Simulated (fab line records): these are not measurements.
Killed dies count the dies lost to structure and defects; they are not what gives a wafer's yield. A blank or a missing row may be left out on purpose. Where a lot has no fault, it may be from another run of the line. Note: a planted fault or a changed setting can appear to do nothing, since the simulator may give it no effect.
Matching of chambers    flow nand_harc    NHARC_A_STAIRCASE_DEP_325 on pecvd-02 has 3 sister chambers
The step deposits SiO2, target thk 3800 nm. 14 wafers are shown with their chamber, then 7 later ones without.

## WAFERS PAIRED WITH THEIR CHAMBERS
wafer   chamber  heater_power_w (W)
L158.1  2        688
L158.3  0        646
L158.6  0        551
L161.1  2        684
L161.4  2        596
L161.5  0        558
L159.2  2        649
L159.3  1        807
L159.4  0        555
L171.1  1        858
L171.4  2        568
L171.5  0        531
L169.1  1        771
L169.5  0        541

SIGNATURES (averages over the wafers above)
reading         chamber 0  chamber 1  chamber 2  scatter within a chamber
heater_power_w  563.67     812.00     637.00     46.6
Rule: distance of a wafer from a chamber = root of the sum over the readings of ((wafer's reading minus chamber's mean) / reading's scatter) squared. The wafer belongs to the nearest chamber; if the next one is less than 2 further off, it can't be placed. The scatter is the square root of a quotient: the sum, over the shown wafers, of each reading's squared deviation from its chamber's mean, divided by wafers minus chambers.

## WAFERS WITH NO CHAMBER GIVEN
wafer   heater_power_w (W)
L169.6  723
L174.1  633
L174.3  590
L174.6  549
L178.4  550
L178.5  580
L178.6  716

## THE CHAMBER EACH PASSED THROUGH
wafer   from the rows above           in truth
L169.6  can't be placed: 2 or 1 or 0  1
L174.1  can't be placed: 2 or 0       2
L174.3  can't be placed: 0 or 2       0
L174.6  can't be placed: 0 or 2       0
L178.4  can't be placed: 0 or 2       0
L178.5  can't be placed: 0 or 2       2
L178.6  can't be placed: 2 or 1 or 0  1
Correctly placed: 0 of 7. Cannot be placed on the basis of these rows: 7; the candidates contain the true chamber in 7. Number placed wrongly: 0.
